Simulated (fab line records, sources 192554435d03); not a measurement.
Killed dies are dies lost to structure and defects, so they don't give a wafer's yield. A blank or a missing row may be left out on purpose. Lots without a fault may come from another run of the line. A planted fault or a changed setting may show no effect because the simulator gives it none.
Chamber matching | flow n5_finfet | N5_PASSIVATION_VIA_ETCH_13 on rie_diel-04: 4 sister chambers
The step etches SiO2 in CHF3/O2, target depth 660 nm, time 330 s. 8 wafers are shown with their chamber, then 9 later ones without.

WAFERS WITH THEIR CHAMBER
wafer  | chamber | showerhead_plenum_p_Torr (Torr) | throttle_valve_pct (%)
L079.3 | 3       | 2.53                            | 18.78
L079.5 | 0       | 2.35                            | 18.53
L086.3 | 1       | 2.49                            | 19.11
L086.4 | 3       | 2.52                            | 18.80
L088.3 | 0       | 2.35                            | 18.55
L089.1 | 1       | 2.49                            | 19.12
L089.4 | 2       | 2.44                            | 18.80
L089.6 | 2       | 2.44                            | 18.80

WAFERS WITHOUT THEIR CHAMBER
wafer  | showerhead_plenum_p_Torr (Torr) | throttle_valve_pct (%)
L092.3 | 2.44                            | 18.81
L092.5 | 2.52                            | 18.82
L092.6 | 2.34                            | 18.55
L097.4 | 2.48                            | 19.14
L097.5 | 2.51                            | 18.82
L097.6 | 2.34                            | 18.56
L096.2 | 2.43                            | 18.81
L096.3 | 2.34                            | 18.58
L096.5 | 2.48                            | 19.15

WHICH CHAMBER EACH WENT THROUGH
wafer  | from the rows above | in truth
L092.3 | 2                   | 2
L092.5 | 3                   | 3
L092.6 | 0                   | 0
L097.4 | 1                   | 1
L097.5 | 3                   | 3
L097.6 | 0                   | 0
L096.2 | 2                   | 2
L096.3 | 0                   | 0
L096.5 | 1                   | 1
Placed correctly: 9 of 9. Can't be placed from these rows: 0. Placed wrongly: 0.
How it was worked out, from the rows above alone: a wafer's distance from a chamber is the root of the sum, over the readings, of the square of ((its reading less the chamber's mean) divided by the reading's scatter). The wafer belongs to the nearest chamber; if the next one is less than 2 further off, it can't be placed. A chamber's mean is the mean of its shown wafers. The scatter: the root of (the sum of the squares of (reading less its chamber's mean) over the shown wafers, divided by (wafers less chambers)).
